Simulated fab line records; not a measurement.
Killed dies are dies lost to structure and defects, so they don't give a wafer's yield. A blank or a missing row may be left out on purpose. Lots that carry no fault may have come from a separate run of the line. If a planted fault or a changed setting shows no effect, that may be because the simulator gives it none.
Struck lot and sound lot, side by side / flow nandHarc / 21 out of 1302 route steps
Sound: these wafers, L847.2, L847.4, L847.5. Wafers struck: L844.1, L844.2, L844.5. At the end, the cause is stated.
Order at every step that has rows: each side's tool, ch and its chambers, its first start. Under that, the readings that differ: sound wafers / struck wafers / difference of the means / sigmas: that difference in standard deviations of wafers without a fault.
alike: a reading whose means differ by less than 2 such deviations, as well as words and numbers matching on both sides. not compared: withheld readings; readings where some wafer has no value; bounds like >300 that might hide an equal value; numbers whose values overlap and for which the record gives no deviation.
A row with sigmas, a row that says differs or no value, or rows on one side alone: a step with any of these is where the two part. Non-overlapping numbers with no deviation appear without sigmas and do not part them. Lack of a reading on every wafer of one side parts them only where that side has two or more wafers.

NHARC_A_CONTACT_CVD_19: deposits W, target thk 300 nm, time 802 s.
  sound on cvdW-02 ch 0,1; struck on cvdW-01 ch 0,1
  alike: heaterPowerW, throttleValvePct
NHARC_A_CONTACT_CMP_20: polishes, t overpolish 30 s, target thk 300 nm.
  sound on cmp-02 ch 2,3, day 26 18:28; struck on cmp-03 ch 0,1,3, day 25 14:22
  alike: motorCurrentA, overpolishRunS, timeToEndpointS
following that, these wafers have no rows for 1 step: NHARC_A_CONTACT_SRD_22.
NHARC_A_CONTACT_INSPECT_23:
  sound on defectInspect-01 at day 26 18:51; struck on defectInspect-01 at day 25 14:46
  alike: rawDefectCount
then, 7 steps without rows for these wafers: NHARC_A_BLC_DEHYDRATE_00 (time 120 s); NHARC_A_BLC_HMDS_01 (time 30 s); NHARC_A_BLC_COAT_02 (time 75 s); NHARC_A_BLC_COAT_03 (time 65 s); NHARC_A_BLC_COAT_04 (resist thk 90 nm); NHARC_A_BLC_SOFTBAKE_05 (time 55 s); NHARC_A_BLC_EBR_06.
NHARC_A_BLC_EXPOSE_07: exposes mask A BLC, target cd 100 nm.
  sound on arfiScanner-01 ch 0, day 26 19:13; struck on arfiScanner-02 ch 0, day 25 15:01
  alike: mask, stageVelMmS
then, 2 steps without rows for these wafers: NHARC_A_BLC_PEB_08 (peb time 65 s); NHARC_A_BLC_DEVELOP_09 (develop time 35 s).
NHARC_A_BLC_CD_MEAS_10 targets a cd of 100 nm.
  sound on cdSem-01 ch 0, day 26 19:21; struck on cdSem-03 ch 0, day 25 15:09
  alike: cdNm
NHARC_A_BLC_OVL_MEAS_11:
  sound on overlay-02 at day 26 19:26; struck on overlay-02 at day 25 15:14
reading=overlayXNm (nm); sound=1.1 0.4 0.9; struck=-1.3 -1.3 -0.3; difference=-1.8; sigmas=-2
  alike: overlayYNm
NHARC_A_BLC_INSPECT_12:
  sound on defectInspect-01 at day 26 19:29; struck on defectInspect-02 at day 25 15:17
  alike: rawDefectCount
NHARC_A_BLC_DESCUM_15: chemistry O2, time 3 s.
  sound on rieDiel-10 ch 1,2,3, day 26 19:33; struck on rieDiel-09 ch 1,2, day 25 15:21
  alike: drypumpMotorCurrentA, oesProductAu, rfVppV, showerheadPlenumPTorr, throttleValvePct
  not compared: rfHoursCounterH, model.A_BLC.cdNm
NHARC_A_BLC_ETCH_16: etches the open film in CF4, target depth 39 nm, time 65 s.
  sound on rieDiel-10 ch 1,2,3, day 26 19:37; struck on rieDiel-09 ch 2,3, day 25 15:25
  alike: drypumpMotorCurrentA, oesProductAu, rfVppV, showerheadPlenumPTorr, throttleValvePct
  not compared: rfHoursCounterH, model.A_BLC.cdNm
NHARC_A_BLC_ETCH_17: etches the open film in N2/H2, target depth 390 nm, time 609.38 s.
  sound on rieDiel-10 ch 0,2,3; struck on rieDiel-09 ch 0,1,3
  alike: drypumpMotorCurrentA, oesProductAu, rfVppV, showerheadPlenumPTorr, throttleValvePct
  not compared: rfHoursCounterH
following that, these wafers have no rows for 1 step: NHARC_END_SORT_01.

WHERE THEY PART
At NHARC_A_BLC_OVL_MEAS_11 and nowhere else, as far as this record goes. Later steps at which nothing parts them and some readings are alike: NHARC_A_BLC_INSPECT_12, NHARC_A_BLC_DESCUM_15, NHARC_A_BLC_ETCH_16, NHARC_A_BLC_ETCH_17.

WHY: whatever the simulator had introduced
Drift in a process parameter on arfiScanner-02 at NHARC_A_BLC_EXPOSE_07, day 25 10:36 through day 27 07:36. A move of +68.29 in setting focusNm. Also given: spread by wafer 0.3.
